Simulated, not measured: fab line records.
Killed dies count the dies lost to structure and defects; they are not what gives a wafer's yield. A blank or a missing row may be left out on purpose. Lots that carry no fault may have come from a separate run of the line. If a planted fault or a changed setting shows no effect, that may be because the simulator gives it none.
Which tool was responsible? + flow nandHarc + 33 wafers from 11 lots sampled at 5 of the route's 1302 steps

WHAT THE GAUGES READ, wafer by wafer
NHARC_END_SORT_01.
| lot  | measured     | on        | killedAtArray |
|------|--------------|-----------|---------------|
| L376 | day 30 20:07 | prober-02 | 673 675 673   |
| L377 | day 31 15:01 | prober-02 | 671 675 674   |
| L378 | day 31 15:01 | prober-01 | 677 674 676   |

EACH LOT AND THE TOOL THAT RAN IT (in order: tool; ch and the chambers of the sampled wafers; start)
| lot  | NHARC_A_STAIRCASE_ETCH_169        | NHARC_A_STAIRCASE_TRIM_20         | NHARC_A_STAIRCASE_TRIM_193        | NHARC_A_STAIRCASE_TRIM_196        |
|------|-----------------------------------|-----------------------------------|-----------------------------------|-----------------------------------|
| L364 | rieDiel-04 ch 1,2,3, day 17 11:16 | rieDiel-11 ch 1,2, day 17 14:10   | rieDiel-04 ch 1,2,3, day 17 18:08 | rieDiel-03 ch 2,3, day 17 18:28   |
| L363 | rieDiel-03 ch 0,1, day 17 11:23   | rieDiel-04 ch 2,3, day 17 14:19   | rieDiel-03 ch 1,2,3, day 17 17:52 | rieDiel-03 ch 0,1, day 17 18:11   |
| L366 | rieDiel-03 ch 1,3, day 18 05:55   | rieDiel-03 ch 0,1, day 18 09:04   | rieDiel-11 ch 0,1,2, day 18 12:43 | rieDiel-04 ch 1,2,3, day 18 13:04 |
| L371 | rieDiel-11 ch 1,2, day 20 09:37   | rieDiel-11 ch 0,1,3, day 20 15:35 | rieDiel-11 ch 0,3, day 20 19:25   | rieDiel-04 ch 1,3, day 20 19:44   |
| L376 | rieDiel-03 ch 0,1,2, day 22 02:33 | rieDiel-11 ch 0,1,2, day 22 05:32 | rieDiel-11 ch 0,1,2, day 22 08:53 | rieDiel-11 ch 0,1,2, day 22 09:13 |
| L377 | rieDiel-11 ch 1,2,3, day 22 18:41 | rieDiel-03 ch 0,2,3, day 22 21:25 | rieDiel-04 ch 0,1,2, day 23 00:47 | rieDiel-03 ch 0,1,2, day 23 01:06 |
| L378 | rieDiel-11 ch 1,3, day 22 18:52   | rieDiel-11 ch 0,3, day 22 21:50   | rieDiel-11 ch 2,3, day 23 01:12   | rieDiel-04 ch 2,3, day 23 01:32   |
| L379 | rieDiel-03 ch 0,2, day 23 12:56   | rieDiel-03 ch 0,2, day 23 15:49   | rieDiel-03 ch 0,1, day 23 19:22   | rieDiel-04 ch 0,2,3, day 23 19:43 |
| L381 | rieDiel-04 ch 0,2,3, day 24 08:50 | rieDiel-11 ch 0,1,2, day 24 11:42 | rieDiel-11 ch 0,1,3, day 24 15:01 | rieDiel-04 ch 0,1,3, day 24 15:22 |
| L382 | rieDiel-04 ch 1,2,3, day 24 17:46 | rieDiel-04 ch 1,2,3, day 24 20:30 | rieDiel-04 ch 0,1,3, day 25 00:20 | rieDiel-04 ch 0,1,2, day 25 00:40 |
| L383 | rieDiel-11 ch 0,2,3, day 25 05:01 | rieDiel-03 ch 0,1,2, day 25 07:55 | rieDiel-11 ch 0,1,3, day 25 11:22 | rieDiel-04 ch 0,1, day 25 11:40   |
- NHARC_A_STAIRCASE_ETCH_169: etches the open film in CH3F/O2, target depth 50 nm, time 107.1 s.
- NHARC_A_STAIRCASE_TRIM_20: chemistry O2, time 211.2 s.
- NHARC_A_STAIRCASE_TRIM_193: chemistry O2, time 211.2 s.
- NHARC_A_STAIRCASE_TRIM_196: chemistry O2, time 211.2 s.

THE ANSWER, worked out from the rows above alone
Rule: the lots themselves supply what counts as usual. The widest of any qualifying gaps counts: lots, ordered by their means at a reading, are off when they make up no more than a third of the lots, leave a main group of 4 or more, and stand apart from it by 3 or more times the standard deviation of that group's means. The tables above print the reading to a certain number of digits; a main group whose means all agree to those digits is not used. A lot without any number at a reading at which 4 lots or more have one is off too. The other lots that the step has rows for count as sound.
No lot is off on any of the readings shown, so nothing can be concluded from this.

WHAT HAD BEEN PUT IN BY THE SIMULATOR
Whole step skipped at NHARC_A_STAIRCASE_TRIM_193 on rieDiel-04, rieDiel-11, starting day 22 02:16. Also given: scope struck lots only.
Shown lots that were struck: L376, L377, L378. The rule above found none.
